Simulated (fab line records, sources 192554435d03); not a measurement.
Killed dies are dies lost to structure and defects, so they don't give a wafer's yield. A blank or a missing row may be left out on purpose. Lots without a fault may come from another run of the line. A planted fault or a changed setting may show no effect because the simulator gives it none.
One fault seen from 2 desks | flow n5_finfet | each desk has only its own numbers; what lay behind them comes last

THE METROLOGY DESK
What the gauges read, lot by lot, whatever tool the lot ran on: means of the sampled wafers that have a number. A lot is out of limits, marked OUT, if its mean lies more than 4 standard deviations from the usual mean; the brackets give that distance. Of its 10 readings 7 are shown: those that lie furthest out on some lot.
Columns: A = DIBL_N at N5_BEOL_M4_RC_MEAS_101, usual 36.0 mV/V; B = DIBL_P at N5_BEOL_M4_RC_MEAS_101, usual 35.8 mV/V; C = IOFF_N at N5_BEOL_M4_RC_MEAS_101, usual 0.15 nA/um; D = IOFF_P at N5_BEOL_M4_RC_MEAS_101, usual 0.20 nA/um; E = SS_P at N5_BEOL_M4_RC_MEAS_101, usual 73.2 mV/dec; F = VT_N at N5_BEOL_M4_RC_MEAS_101, usual 250 mV; G = VT_P at N5_BEOL_M4_RC_MEAS_101, usual -251 mV
lot  | first seen here | A    | B    | C    | D    | E    | F   | G
L879 | day 8 07:28     | 35.0 | 33.8 | 0.13 | 0.18 | 72.7 | 253 | -253
L881 | day 8 09:25     | 35.8 | 34.8 | 0.14 | 0.19 | 72.3 | 253 | -251
L894 | day 12 01:55    | 35.3 | 34.5 | 0.14 | 0.17 | 72.8 | 252 | -254
L895 | day 12 17:56    | 33.9 | 32.3 | 0.12 | 0.17 | 72.1 | 254 | -251
L898 | day 13 11:15    | 35.6 | 34.8 | 0.14 | 0.19 | 72.8 | 253 | -254
This desk's finding: nothing out of limits on any of the 5 lots.

THE TOOL OWNER'S DESK: litho_track-01
The tool's own readings at N5_FIN_SAQP_COAT_50 (time 60 s, resist thk 35 nm): means of the sampled wafers that have a number, for each lot that ran on this tool. A lot is out of limits, marked OUT, if its mean lies more than 4 standard deviations from the usual mean; the brackets give that distance.
Columns: A = spin_speed_rpm at N5_FIN_SAQP_COAT_50, usual 1500.0 rpm
lot  | first seen here | A
L879 | day 2 04:17     | 1499.6
L881 | day 2 15:07     | 1500.2
L894 | day 5 23:02     | 1423.8 (-69) OUT
L895 | day 6 03:18     | 1425.2 (-68) OUT
L898 | day 6 21:37     | 1426.6 (-67) OUT
This desk's finding: out of limits on L894, L895, L898; first on L894, day 5 23:02 (spin_speed_rpm at N5_FIN_SAQP_COAT_50). In limits: L879, L881.

PUT TOGETHER
The tool owner's desk could have raised an alarm at day 5 23:02, on L894, L895, L898.
The metrology desk saw nothing out of limits.
The metrology desk has L894, L895, L898 on record, within its limits.
Of the lots named, all ran N5_FIN_SAQP_COAT_50 on litho_track-01.

WHAT THE SIMULATOR HAD PUT IN
Process parameter drift: litho_track-01, from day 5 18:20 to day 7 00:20, at N5_FIN_SAQP_COAT_50. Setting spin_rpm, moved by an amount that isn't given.
Lots struck among those shown: L894, L895, L898.
Hours from the fault's start to each desk's first reading out of limits: the tool owner's desk, 5.
